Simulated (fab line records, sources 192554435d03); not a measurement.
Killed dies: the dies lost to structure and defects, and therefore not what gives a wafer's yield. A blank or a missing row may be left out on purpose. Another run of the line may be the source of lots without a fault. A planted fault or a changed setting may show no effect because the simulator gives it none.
fab line records	flow n5_finfet
[record] lots = 6	wafers = 18	last_day = 15
route steps=1938 shown BEOL_M0_SAQP@693 BEOL_M0_CUTY@701 BEOL_M4@1111 PASSIVATION@1936
lots with no fault: from the same line, run without faults
start_h: start of the lot's first displayed wafer, in hours after the record's first day	wait_h: hours since the lot's step before	" the same as in the row above	L1.1+2: a single row standing in for several wafers	- no value, or no start was given	* or withheld: withheld	< > ~ a bound
route shown NAME@n: names a module that has steps shown in the file, with the first one's number in the route	usual: mean and standard deviation over wafers with no fault	same: alike in all rows	chamber/n: place in a boat	sites: each site's reading	_std_site: the standard deviation of these	_edge_site: outer sites' mean less inner sites'	radius_mm: for every site, how far away it sits from the centre of the wafer	mask NAME#n: copy n	behind: the last tool/chamber to shape the wafer	hold: why the lot was held/for how many hours/how that ended	device: whichever transistor did not switch (one of n, p or np)	end of line: the route-end tests of the same wafers	for a step that has no rows: nothing shown but its recipe	killed: dies that structure and defects cost at the first sort, which is not the same as the wafer's yield	map: a wafer's dies, x killed, . not, _ none there
set.NAME: setting as actually run; set.NAME@STEP: the setting as run at that earlier step	model.NAME: the simulator's own value behind a step, which no gauge read
lots at some steps of the route; a table a step, a row a wafer
services: the hour from which a tool's chamber was out of use, counted from the record's first day as start_h (under 0 if before that day), plus the number of hours and why
[[steps]]
[step N5_BEOL_M0_SAQP_ETCH_88]
[recipe] chemistry = N2/H2	target = underlayer	target_depth_a = 65	time_s = 5.2	ion_energy_ev = 200	mask_material = CAR-EUV	pressure_mtorr = 30	source_w = 840	bias_w = 150	n2_flow_sccm = 200	h2_flow_sccm = 200	ends = cleared
[usual] drypump_motor_current_A = 5.8/0.4	etch_rf_on_time_s = 5.20/0.1	oes_product_au = 0.66/0.073	rf_vpp_V = 522.8/2.8	showerhead_plenum_p_Torr = 2.50/0.09	throttle_valve_pct = 17.79/0.29
lot.wafer	tool	chamber	start_h	wait_h	drypump_motor_current_A	etch_rf_on_time_s	oes_product_au	rf_hours_counter_h	rf_vpp_V	showerhead_plenum_p_Torr	throttle_valve_pct
L244.1	rie_diel-03	1	114.70	0.0	4.7	5.15	0.57	235	527.0	2.60	17.92
L244.3	"	2	"	"	6.2	5.18	0.65	147	519.2	2.45	17.93
L244.5	"	1	"	"	4.7	5.19	0.58	-	526.8	2.60	17.91
L246.3	rie_diel-04	2	130.98	0.0	5.7	5.38	0.58	234	525.0	2.50	18.06
L246.4	"	1	"	"	6.1	5.26	0.64	143	526.8	2.66	17.78
L246.6	"	1	"	"	6.1	5.20	0.64	-	525.9	2.66	17.77
L249.1	rie_diel-03	2	149.96	0.0	6.2	5.23	0.62	156	517.9	2.44	17.91
L249.2	"	3	"	"	6.2	5.27	0.68	96	522.3	2.46	17.83
L249.4	"	0	"	"	6.1	5.29	0.65	168	521.4	2.43	17.86
L250.1	rie_diel-02	1	156.91	0.0	5.7	5.08	0.67	128	517.6	2.35	17.38
L250.5	"	1	"	"	5.7	5.09	0.66	-	519.1	2.35	17.39
L250.6	"	0	"	"	5.7	5.29	0.64	-	523.6	2.55	18.10
L254.2	rie_diel-03	2	182.31	0.0	6.2	5.21	0.62	166	520.6	2.44	17.93
L254.4	"	0	"	"	6.1	5.20	0.65	-	519.5	2.42	17.89
L254.6	"	2	"	"	6.2	5.14	0.62	-	520.6	2.44	17.98
L259.2	rie_diel-03	2	209.91	0.0	6.2	5.21	0.63	175	522.2	2.43	17.99
L259.5	"	2	"	"	6.2	5.18	0.63	-	521.3	2.44	17.98
L259.6	"	1	"	"	4.7	4.96	0.86	-	523.1	2.59	17.48
[step N5_BEOL_M0_SAQP_ETCH_73]
[recipe] chemistry = CF4	target = SiARC	target_depth_a = 195	mask_material = CAR-EUV	time_s = 32.5	ion_energy_ev = 80	pressure_mtorr = 40	source_w = 545	bias_w = 36	Ar_flow_sccm = 100	cf4_flow_sccm = 100	ends = cleared
[step N5_BEOL_M0_SAQP_CUT_ETCH_46]
[recipe] chemistry = N2/H2	target = SOC	target_depth_a = 1350	overetch_a = 270	temp_c = 40	time_s = 202.5	ion_energy_ev = 200	mask_material = SiARC	pressure_mtorr = 30	source_w = 840	bias_w = 150	n2_flow_sccm = 200	h2_flow_sccm = 200
[usual] drypump_motor_current_A = 5.8/0.4	rf_vpp_V = 522.7/2.7	showerhead_plenum_p_Torr = 2.50/0.09	throttle_valve_pct = 17.75/0.29
lot.wafer	tool	chamber	start_h	wait_h	drypump_motor_current_A	rf_hours_counter_h	rf_vpp_V	showerhead_plenum_p_Torr	throttle_valve_pct
L244.1	rie_diel-03	1	114.75	0.0	4.7	235	524.8	2.60	17.86
L244.3	"	2	"	"	6.2	147	522.1	2.45	17.87
L244.5	"	1	"	"	4.7	-	524.7	2.60	17.84
L246.3	rie_diel-04	2	131.03	0.0	5.7	234	521.6	2.50	18.01
L246.4	"	1	"	"	6.1	143	525.7	2.66	17.71
L246.6	"	1	"	"	6.1	-	526.5	2.66	17.71
L249.1	rie_diel-03	2	150.00	0.0	6.2	156	521.1	2.44	17.90
L249.2	"	3	"	"	6.2	96	521.5	2.46	17.79
L249.4	"	0	"	"	6.1	168	520.9	2.43	17.82
L250.1	rie_diel-02	1	156.96	0.0	5.7	128	518.8	2.35	17.34
L250.5	"	1	"	"	5.7	-	517.9	2.35	17.34
L250.6	"	0	"	"	5.7	-	524.6	2.55	18.03
L254.2	rie_diel-03	2	182.36	0.0	6.2	166	520.0	2.44	17.91
L254.4	"	0	"	"	6.1	-	519.9	2.42	17.80
L254.6	"	2	"	"	6.2	-	523.1	2.44	17.92
L259.2	rie_diel-03	2	209.96	0.0	6.2	175	521.0	2.43	17.93
L259.5	"	2	"	"	6.2	-	521.2	2.43	17.92
L259.6	"	1	"	"	4.7	-	526.1	2.59	17.43
[step N5_BEOL_M0_SAQP_STRIP_74]
[recipe] chemistry = N2/H2	temp_c = 40	n2_flow_sccm = 200	h2_flow_sccm = 200	rf_frequency_hz = 6e+07
[step N5_BEOL_M0_SAQP_STRIP_89]
[recipe] chemistry = N2/H2	temp_c = 40	n2_flow_sccm = 200	h2_flow_sccm = 200	rf_frequency_hz = 6e+07
[step N5_BEOL_M0_SAQP_ALD_48]
[recipe] material = SiO2	target_thk_a = 200	temp_c = 100	ald_precursor_family = BDEAS	ald_co_reactant = O2-plasma	pulse_time_s = 1	co_reactant_pulse_time_s = 1	purge_time_s = 2	co_reactant_purge_time_s = 2	ald_cycles = 139	pressure_torr = 2
[usual] heater_power_w = 79/6.1	precursor_pulse_height_rel = 1.000/0.019
[same] ald_cycles = 139
lot.wafer	tool	chamber	start_h	wait_h	heater_power_w	precursor_pulse_height_rel
L244.1	ald_sin-03	2	115.29	0.4	72	1.003
L244.3	"	1	"	"	85	1.003
L244.5	"	1	"	"	82	1.003
L246.3	ald_sin-03	0	131.23	0.0	83	0.981
L246.4	"	3	"	"	88	1.054
L246.6	"	0	"	"	84	1.001
L249.1	ald_sin-04	2	150.43	0.3	79	1.044
L249.2	"	0	"	"	86	0.950
L249.4	"	3	"	"	87	1.014
L250.1	ald_sin-02	2	157.60	0.5	71	0.982
L250.5	"	3	"	"	77	1.011
L250.6	"	2	"	"	69	1.021
L254.2	ald_sin-03	2	182.57	0.0	70	0.988
L254.4	"	0	"	"	85	1.003
L254.6	"	1	"	"	86	0.968
L259.2	ald_sin-04	1	210.16	0.0	76	1.007
L259.5	"	1	"	"	73	1.000
L259.6	"	2	"	"	75	1.018
[step N5_BEOL_M0_SAQP_ETCH_49]
[recipe] chemistry = CF4/O2	target_depth_a = 370	target = SiO2	pressure_mtorr = 40	source_w = 535	bias_w = 49	Ar_flow_sccm = 100	cf4_flow_sccm = 100	O2_flow_sccm = 10	ion_energy_ev = 100
[usual] drypump_motor_current_A = 5.8/0.48	oes_product_au = 0.78/0.087	rf_vpp_V = 239.6/2.6	showerhead_plenum_p_Torr = 2.17/0.073	throttle_valve_pct = 15.80/0.25
lot.wafer	tool	chamber	start_h	wait_h	drypump_motor_current_A	oes_product_au	rf_hours_counter_h	rf_vpp_V	showerhead_plenum_p_Torr	throttle_valve_pct
L244.1	rie_diel-03	3	115.82	0.3	6.2	0.81	87	236.3	2.14	15.78
L244.3	"	2	"	"	6.2	0.75	147	240.2	2.13	15.82
L244.5	"	3	"	"	6.2	0.80	-	234.1	2.14	15.78
L246.3	rie_diel-03	1	131.76	0.3	4.7	0.67	240	241.2	2.26	16.00
L246.4	"	2	"	"	6.2	0.75	151	238.4	2.12	15.80
L246.6	"	1	"	"	4.7	0.67	-	240.9	2.26	15.99
L249.1	rie_diel-02	1	150.96	0.3	5.7	0.78	126	236.5	2.05	15.43
L249.2	"	3	"	"	6.3	0.68	249	242.9	2.26	15.77
L249.4	"	3	"	"	6.3	0.69	-	243.1	2.26	15.76
L250.1	rie_diel-02	0	158.22	0.4	5.7	0.75	138	239.1	2.21	16.04
L250.5	"	1	"	"	5.7	0.77	-	236.6	2.05	15.44
L250.6	"	3	"	"	6.3	0.69	-	243.5	2.26	15.79
L254.2	rie_diel-02	1	183.09	0.3	5.7	0.76	138	236.6	2.04	15.44
L254.4	"	2	"	"	5.2	0.98	-	238.3	2.16	15.32
L254.6	"	0	"	"	5.7	0.75	-	239.2	2.21	16.06
L259.2	rie_diel-04	1	210.68	0.3	6.1	0.75	168	244.8	2.29	15.77
L259.5	"	3	"	"	5.8	0.71	-	238.9	2.18	16.09
L259.6	"	0	"	"	5.6	0.69	-	242.9	2.18	16.19
[step N5_BEOL_M0_SAQP_STRIP_75]
[recipe] chemistry = CF4	resist = SiARC	power_w = 300	bias_power_w = 75	pressure_mtorr = 50	cf4_flow_sccm = 150	rf_frequency_hz = 6e+07
[usual] drypump_motor_current_A = 5.8/0.48	oes_product_au = 0.178/0.019	rf_vpp_V = 270.4/1.5	showerhead_plenum_p_Torr = 1.76/0.059	throttle_valve_pct = 13.54/0.25
lot.wafer	tool	chamber	start_h	wait_h	drypump_motor_current_A	oes_product_au	rf_hours_counter_h	rf_vpp_V	showerhead_plenum_p_Torr	throttle_valve_pct
L244.1	rie_diel-03	3	115.92	0.1	6.2	0.192	87	271.4	1.74	13.50
L244.3	"	2	"	"	6.2	0.177	147	271.0	1.73	13.57
L244.5	"	3	"	"	6.2	0.192	-	271.5	1.74	13.49
L246.3	rie_diel-03	1	131.86	0.1	4.7	0.159	240	271.4	1.83	13.74
L246.4	"	2	"	"	6.2	0.175	151	269.6	1.73	13.56
L246.6	"	1	"	"	4.7	0.154	-	271.0	1.83	13.75
L249.1	rie_diel-02	1	151.06	0.1	5.7	0.183	126	269.6	1.67	13.21
L249.2	"	3	"	"	6.3	0.158	249	273.9	1.84	13.58
L249.4	"	3	"	"	6.2	0.161	-	271.7	1.84	13.59
L250.1	rie_diel-02	0	158.32	0.1	5.7	0.171	138	271.6	1.80	13.76
L250.5	"	1	"	"	5.7	0.172	-	268.3	1.67	13.22
L250.6	"	3	"	"	6.3	0.157	-	271.8	1.84	13.58
L254.2	rie_diel-02	1	183.19	0.1	5.7	0.179	138	268.7	1.67	13.22
L254.4	"	2	"	"	5.2	0.218	-	270.5	1.76	13.03
L254.6	"	0	"	"	5.7	0.170	-	272.1	1.79	13.77
L259.2	rie_diel-04	1	210.78	0.1	6.1	0.173	168	272.6	1.86	13.55
L259.5	"	3	"	"	5.8	0.169	-	272.1	1.77	13.87
L259.6	"	0	"	"	5.6	0.157	-	270.4	1.78	13.96
[step N5_BEOL_M0_CUTY_COAT_50]
[recipe] resist = SiARC	temp_c = 220	time_s = 60	spin_rpm = 1500	resist_thk_nm = 15
[step N5_BEOL_M0_CUTY_COAT_51]
[recipe] resist = CAR-ArF-block	spin_rpm = 1500	resist_thk_nm = 150
[step N5_BEOL_M0_CUTY_EBR_52]
[recipe] solvent = PGMEA	ebr_width_mm = 1.5
[step N5_BEOL_M0_CUTY_SOFTBAKE_53]
[recipe] temp_c = 110	time_s = 60	resist = CAR-ArF-block
[step N5_BEOL_M0_CUTY_EXPOSE_54]
[recipe] mask_id = M0_ABLK	na = 1.35	source_shape = conventional	sigma_outer = 0.8	polarization = unpolarized	dose_mj = 36
[usual] exposure_dose_mJ_cm2 = 35.99/0.037
[same] na = 1.35
lot.wafer	tool	chamber	start_h	wait_h	mask	exposure_dose_mJ_cm2
L244.1	arfi_scanner-01	0	116.19	-	M0_ABLK#0	35.97
L244.3	"	0	"	"	M0_ABLK#0	35.98
L244.5	"	0	"	"	M0_ABLK#0	35.98
L246.3	arfi_scanner-02	0	132.14	-	M0_ABLK#0	36.02
L246.4	"	0	"	"	M0_ABLK#0	36.03
L246.6	"	0	"	"	M0_ABLK#0	36.00
L249.1	arfi_scanner-02	0	151.20	-	M0_ABLK#0	33.65
L249.2	"	0	"	"	M0_ABLK#0	33.58
L249.4	"	0	"	"	M0_ABLK#0	33.66
L250.1	arfi_scanner-02	0	158.47	-	M0_ABLK#0	34.08
L250.5	"	0	"	"	M0_ABLK#0	34.18
L250.6	"	0	"	"	M0_ABLK#0	34.13
L254.2	arfi_scanner-01	0	183.47	-	M0_ABLK#0	35.92
L254.4	"	0	"	"	M0_ABLK#0	36.01
L254.6	"	0	"	"	M0_ABLK#0	35.93
L259.2	arfi_scanner-03	0	211.06	-	M0_ABLK#0	36.03
L259.5	"	0	"	"	M0_ABLK#0	35.98
L259.6	"	0	"	"	M0_ABLK#0	35.99
[step N5_BEOL_M0_CUTY_PEB_55]
[recipe] peb_temp_c = 110	peb_time_s = 60	resist = CAR-ArF-block
[step N5_BEOL_M0_CUTY_DEVELOP_56]
[recipe] develop_time_s = 30	developer = TMAH	resist = CAR-ArF-block	rinse_liquid = diw	dry = air_spin	dev_temp_c = 23
[step N5_BEOL_M0_CUTY_CD_MEAS_57]
[recipe] target_cd_nm = 200	landing_energy_ev = 500	detector = se_inlens	polarity = line
[usual] cd_nm = 200.1/0.87
lot.wafer	tool	chamber	start_h	wait_h	cd_nm
L244.1	cd_sem-02	0	116.31	-	199.7
L244.3	"	0	"	"	200.0
L244.5	"	0	"	"	200.1
L246.3	cd_sem-02	0	132.26	-	200.1
L246.4	"	0	"	"	199.6
L246.6	"	0	"	"	199.4
L249.1	cd_sem-01	0	151.33	-	203.5
L249.2	"	0	"	"	203.6
L249.4	"	0	"	"	204.7
L250.1	cd_sem-01	0	158.59	-	202.8
L250.5	"	0	"	"	203.0
L250.6	"	0	"	"	202.5
L254.2	cd_sem-03	0	183.59	-	201.2
L254.4	"	0	"	"	201.0
L254.6	"	0	"	"	200.6
L259.2	cd_sem-03	0	211.18	-	201.1
L259.5	"	0	"	"	201.3
L259.6	"	0	"	"	201.1
[step N5_BEOL_M0_CUTY_OVL_MEAS_58]
[recipe] points_per_wafer = 44
[usual] M0_ABLK_OVL = 0.6/0.69
lot.wafer	tool	chamber	start_h	wait_h	M0_ABLK_OVL[nm]
L244.1	overlay-02	0	116.34	0.0	-0.2
L244.3	"	0	"	"	-0.1
L244.5	"	0	"	"	-0.5
L246.3	overlay-02	0	132.28	0.0	-0.6
L246.4	"	0	"	"	-0.3
L246.6	"	0	"	"	-0.3
L249.1	overlay-01	0	151.36	0.0	1.1
L249.2	"	0	"	"	1.3
L249.4	"	0	"	"	2.1
L250.1	overlay-01	0	158.62	0.0	0.4
L250.5	"	0	"	"	0.3
L250.6	"	0	"	"	1.3
L254.2	overlay-02	0	183.61	0.0	0.2
L254.4	"	0	"	"	-0.1
L254.6	"	0	"	"	0.2
L259.2	overlay-02	0	211.21	0.0	-0.1
L259.5	"	0	"	"	0.9
L259.6	"	0	"	"	-0.1
[step N5_BEOL_M0_CUTY_INSPECT_59]
[recipe] mode = adi	inspect_instrument = macro
[usual] raw_defect_count = 2.2/1.5
lot.wafer	tool	chamber	start_h	wait_h	raw_defect_count
L244.1	defect_inspect-02	-	116.36	0.0	2
L244.3	"	-	"	"	5
L244.5	"	-	"	"	4
L246.3	defect_inspect-01	-	132.31	0.0	2
L246.4	"	-	"	"	1
L246.6	"	-	"	"	2
L249.1	defect_inspect-02	-	151.38	0.0	0
L249.2	"	-	"	"	0
L249.4	"	-	"	"	3
L250.1	defect_inspect-02	-	158.64	0.0	3
L250.5	"	-	"	"	1
L250.6	"	-	"	"	1
L254.2	defect_inspect-01	-	183.64	0.0	1
L254.4	"	-	"	"	1
L254.6	"	-	"	"	2
L259.2	defect_inspect-01	-	211.23	0.0	1
L259.5	"	-	"	"	5
L259.6	"	-	"	"	1
[step N5_BEOL_M0_CUTY_DESCUM_61]
[recipe] chemistry = O2	time_s = 7.9	source_power_w = 50	bias_power_w = 20	pressure_mtorr = 20	rf_frequency_hz = 2.712e+07	temp_c = 40	resist = CAR-ArF-block	o2_flow_sccm = 225
[step N5_BEOL_M0_CUTY_ETCH_62]
[recipe] chemistry = CF4	target = SiARC	mask_material = CAR-ArF-block	time_s = 58.5	ion_energy_ev = 80	pressure_mtorr = 40	source_w = 545	bias_w = 36	Ar_flow_sccm = 100	cf4_flow_sccm = 100	ends = cleared
[step N5_BEOL_M0_CUTY_ETCH_63]
[recipe] chemistry = N2/H2	target = SOC	target_depth_a = 827	overetch_a = 165	mask_material = SiARC	temp_c = 40	ion_energy_ev = 200	time_s = 124	pressure_mtorr = 30	source_w = 840	bias_w = 150	n2_flow_sccm = 200	h2_flow_sccm = 200
[usual] drypump_motor_current_A = 5.6/0.42	oes_product_au = 0.66/0.061	rf_vpp_V = 524.0/2.7	showerhead_plenum_p_Torr = 2.55/0.092	throttle_valve_pct = 17.80/0.24
lot.wafer	tool	chamber	start_h	wait_h	drypump_motor_current_A	oes_product_au	rf_hours_counter_h	rf_vpp_V	showerhead_plenum_p_Torr	throttle_valve_pct	model.BEOL_M0_CUTY.cd_offset_nm
L244.1	rie_diel-06	3	116.69	0.0	5.7	0.58	216	527.1	2.62	18.15	0.2
L244.3	"	1	"	"	6.2	0.74	21	527.5	2.71	17.87	0.4
L244.5	"	1	"	"	6.3	0.74	-	528.8	2.71	17.86	0.2
L246.3	rie_diel-06	2	132.70	0.0	5.8	0.60	198	522.2	2.52	17.98	-0.2
L246.4	"	0	"	"	4.8	0.71	49	527.9	2.69	17.82	-0.8
L246.6	"	1	"	"	6.2	0.73	-	527.2	2.71	17.88	-1
L249.1	rie_diel-06	1	151.50	0.0	6.2	0.72	32	528.1	2.71	17.91	3.6
L249.2	"	3	"	"	5.7	0.57	226	524.9	2.61	18.17	3.6
L249.4	"	3	"	"	5.7	0.57	-	525.4	2.61	18.16	4.6
L250.1	rie_diel-05	0	158.76	0.0	5.5	0.71	31	522.3	2.48	17.51	2.8
L250.5	"	1	"	"	6.1	0.76	-	525.0	2.59	17.49	2.8
L250.6	"	2	"	"	5.7	0.70	-	522.3	2.47	17.95	2.4
L254.2	rie_diel-06	1	183.75	0.0	6.2	0.71	43	527.5	2.70	17.92	0.8
L254.4	"	0	"	"	4.8	0.69	63	529.1	2.68	17.84	0.6
L254.6	"	2	"	"	5.8	0.59	-	523.2	2.52	18.00	1
L259.2	rie_diel-05	3	211.35	0.0	5.0	0.71	38	528.7	2.70	17.53	0.8
L259.5	"	3	"	"	5.0	0.70	-	528.2	2.70	17.52	1.4
L259.6	"	2	"	"	5.7	0.69	-	520.5	2.46	18.00	0.8
[step N5_BEOL_M0_CUTY_STRIP_64]
[recipe] chemistry = N2/H2	temp_c = 40	n2_flow_sccm = 200	h2_flow_sccm = 200	rf_frequency_hz = 6e+07
[step N5_BEOL_M4_RC_MEAS_101]
[usual] DIBL_N = 35.7/1.3	DIBL_P = 35.4/1.8	IOFF_N = 0.152/0.027	IOFF_P = 0.20/0.034	ION_N = 672/9.8	ION_P = 461/7.5	SS_N = 71.4/0.55	SS_P = 73.1/0.61	VT_N = 251/3.3	VT_P = -251/3.6
lot.wafer	tool	chamber	start_h	wait_h	DIBL_N[mV/V]	DIBL_P[mV/V]	IOFF_N[nA/um]	IOFF_P[nA/um]	ION_N[uA/um]	ION_P[uA/um]	SS_N[mV/dec]	SS_P[mV/dec]	VT_N[mV]	VT_P[mV]
L244.1	prober-01	0	167.82	0.0	36.3	36.0	0.147	0.20	667	467	71.1	74.3	252	-249
L244.3	"	0	"	"	36.4	34.7	0.148	0.19	672	462	71.3	73.3	250	-249
L244.5	"	0	"	"	35.3	34.6	0.136	0.18	673	462	71.4	73.1	253	-251
L246.3	prober-02	0	181.50	0.3	34.6	36.3	0.165	0.19	682	464	71.3	73.0	250	-252
L246.4	"	0	"	"	36.9	37.7	0.190	0.20	680	456	72.2	73.9	249	-251
L246.6	"	0	"	"	34.4	35.2	0.150	0.17	677	456	71.4	72.6	251	-254
L249.1	prober-02	0	200.27	0.0	35.6	37.1	0.164	0.24	684	474	70.8	73.0	247	-245
L249.2	"	0	"	"	34.1	34.2	0.130	0.18	675	462	70.5	72.3	253	-247
L249.4	"	0	"	"	34.6	35.8	0.146	0.21	675	464	71.0	72.0	249	-247
L250.1	prober-02	0	209.67	0.0	34.2	34.1	0.131	0.17	672	455	71.4	72.0	252	-253
L250.5	"	0	"	"	36.0	36.0	0.155	0.21	683	469	71.6	73.5	249	-250
L250.6	"	0	"	"	35.6	35.7	0.154	0.20	672	462	71.8	73.9	248	-250
L254.2	prober-02	0	237.08	0.2	37.4	34.8	0.190	0.21	674	461	71.8	72.5	244	-247
L254.4	"	0	"	"	36.1	35.3	0.169	0.23	680	469	70.6	73.0	244	-246
L254.6	"	0	"	"	38.1	37.5	0.214	0.26	677	469	72.4	73.6	244	-244
L259.2	prober-01	0	261.97	0.2	37.5	37.0	0.169	0.22	674	457	71.8	73.7	252	-250
L259.5	"	0	"	"	34.6	34.2	0.122	0.18	654	456	70.9	72.1	251	-252
L259.6	"	0	"	"	35.6	34.3	0.138	0.19	668	458	71.7	72.8	250	-250
[step N5_PASSIVATION_PROBE_49]
[usual] defect_limited_yield = 91.5/1.3	killed_at_M0_to_M3 = 33/11	killed_at_M4_up = 14/5.3	killed_at_contacts = 11/6.3	killed_at_front_end = 38/10	killed_at_other = 3.7/2.8	killed_dies = 101/16	killed_open = 67/12	killed_short = 32/7.4	sort_bin_5_function = 5.0/0.86	sort_bin_6_memory = 3.2/0.69	sort_n_pass = 1079/16	sort_yield_pct = 91.5/1.3
[same] gross_dies = 1180	killed_at_back_side = 0	sort_bin_4_leakage[%] = 0	sort_bin_8_speed[%] = 0
lot.wafer	tool	chamber	start_h	wait_h	defect_limited_yield[%]	killed_at_M0_to_M3	killed_at_M4_up	killed_at_contacts	killed_at_front_end	killed_at_other	killed_dies	killed_open	killed_short	sort_bin_5_function[%]	sort_bin_6_memory[%]	sort_n_pass	sort_yield_pct[%]
L244.1	prober-01	-	281.70	0.2	90.8	35	10	17	44	3	109	72	34	5.9	3.2	1071	90.8
L244.3	prober-01	-	281.80	0.3	92.5	34	8	6	34	7	89	66	20	4.9	2.6	1091	92.5
L244.5	prober-01	-	281.90	0.4	92.5	34	12	8	32	3	89	61	28	5.0	2.5	1091	92.5
L254.2	prober-02	-	338.64	0.1	91.2	17	12	16	56	3	104	59	41	4.9	3.6	1076	91.2
L254.4	prober-02	-	338.74	0.2	93.3	17	15	8	37	2	79	59	18	4.0	2.5	1101	93.3
L254.6	prober-02	-	338.84	0.3	91.8	19	10	15	45	8	97	70	26	4.9	3.2	1083	91.8
// killed by level:class
L244.1 MOL_CONTACT_COAG:geometric_particle:open=15 FIN_SAQP:geometric_particle:open=14 FIN_SAQP:geometric_particle:short=8 BEOL_M0_SAQP:geometric_particle:open=7 BEOL_M1:geometric_particle:open=5 BEOL_M3:geometric_particle:open=5 BEOL_M3:geometric_particle:short=5 DUMMY_GATE:geometric_particle:open=4
L244.3 BEOL_M1:geometric_particle:open=8 BEOL_M0_SAQP:geometric_particle:open=8 GATE_CUT:geometric_particle:open=7 BEOL_M3:geometric_particle:open=7 MOL_CONTACT_COAG:geometric_particle:open=6 FIN_SAQP:geometric_particle:open=5 STI_FIN_REVEAL:geometric_particle:open=5 GATE_CUT:geometric_particle:short=5
L244.5 BEOL_M0_SAQP:geometric_particle:open=10 STI_FIN_REVEAL:geometric_particle:open=7 BEOL_M4:geometric_particle:open=7 FIN_SAQP:geometric_particle:short=6 MOL_CONTACT_COAG:geometric_particle:open=6 BEOL_M3:geometric_particle:open=6 FIN_SAQP:geometric_particle:open=4 GATE_CUT:geometric_particle:short=4
L254.2 FIN_SAQP:geometric_particle:short=13 STI_FIN_REVEAL:geometric_particle:open=13 MOL_CONTACT_COAG:geometric_particle:open=12 FIN_SAQP:geometric_particle:open=11 BEOL_M4:geometric_particle:short=5 BEOL_M2:geometric_particle:open=4 STI_FIN_REVEAL:geometric_particle:short=4 MOL_CONTACT_COAG:geometric_particle:short=4
L254.4 STI_FIN_REVEAL:geometric_particle:open=9 BEOL_M4:geometric_particle:open=8 MOL_CONTACT_COAG:geometric_particle:open=7 BEOL_M1:geometric_particle:open=6 GATE_CUT:geometric_particle:open=6 FIN_SAQP:geometric_particle:open=5 GATE_CUT:geometric_particle:short=5 BEOL_M3:geometric_particle:open=5
L254.6 FIN_SAQP:geometric_particle:open=13 STI_FIN_REVEAL:geometric_particle:open=13 MOL_CONTACT_COAG:geometric_particle:open=11 BEOL_M1:geometric_particle:open=6 BEOL_M0_SAQP:geometric_particle:open=5 BEOL_M4:geometric_particle:open=5 MIM_TOP_ETCH:geometric_particle:short=5 FIN_SAQP:geometric_particle:short=4
[[services]]
tool	chamber	start_h	hours	kind
arfi_scanner-02	-	110.39	3.1	pm
rie_diel-02	1	128.59	14.5	repair
arfi_scanner-01	-	129.68	4.9	pm
arfi_scanner-03	-	139.65	0.8	pm
ald_sin-03	-	143.78	28.1	pm
arfi_scanner-01	-	149.42	0.5	repair
rie_diel-06	0	149.96	9.6	repair
arfi_scanner-01	-	154.57	1.3	pm
arfi_scanner-02	-	157.58	0.8	pm
arfi_scanner-03	-	163.99	0.4	repair
arfi_scanner-01	-	165.04	1.0	pm
rie_diel-03	1	170.57	-	clean
arfi_scanner-03	-	172.37	1.0	pm
arfi_scanner-02	-	172.63	0.2	repair
arfi_scanner-01	-	173.69	0.8	pm
arfi_scanner-03	-	173.97	1.3	pm
ald_sin-04	-	176.82	14.0	pm
arfi_scanner-01	-	185.49	0.5	repair
rie_diel-06	-	186.01	2.8	pm
ald_sin-03	-	187.19	2.6	repair
arfi_scanner-02	-	187.83	1.0	pm
rie_diel-06	2	193.07	5.0	repair
arfi_scanner-03	-	196.03	4.8	pm
ald_sin-03	0	199.37	8.0	repair
[[key]]
[first_sign] step = N5_BEOL_M0_CUTY_EXPOSE_54	reading = exposure_dose_mJ_cm2	direction = down	sigmas = 57	usual = 35.99	struck = 33.88
[effect] step = N5_BEOL_M0_CUTY_CD_MEAS_57	reading = cd_nm	direction = up	sigmas = 3.8	usual = 200.1	struck = 203.3	through = control_loop
[model_effect] step = N5_BEOL_M0_CUTY_ETCH_63	value = BEOL_M0_CUTY.cd_offset_nm	without = -0.5333	struck = 3.3
met_at N5_BEOL_M0_CUTY_EXPOSE_54
struck_wafers L249.1,L249.2,L249.4,L250.1,L250.5,L250.6
rows_end L249.1,L249.2,L249.4,L250.1,L250.5,L250.6
[loop_trim] step = N5_BEOL_M0_CUTY_EXPOSE_54	setting = dose	lots = L250
onset_between 132.14 151.20
[fault] kind = process_parameter_drift	tool = arfi_scanner-02	chamber = -	onset_h = 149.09	steps = N5_BEOL_M0_CUTY_EXPOSE_54	channel = dose_mj	offset = -2.371	shape = step	acts_in = these_recipes_only	stated = 36
// rows_end: these wafers met a further fault down the route, and their rows from its step on are left out
// loop_trim: a control loop set the setting to another value than it would have without faults
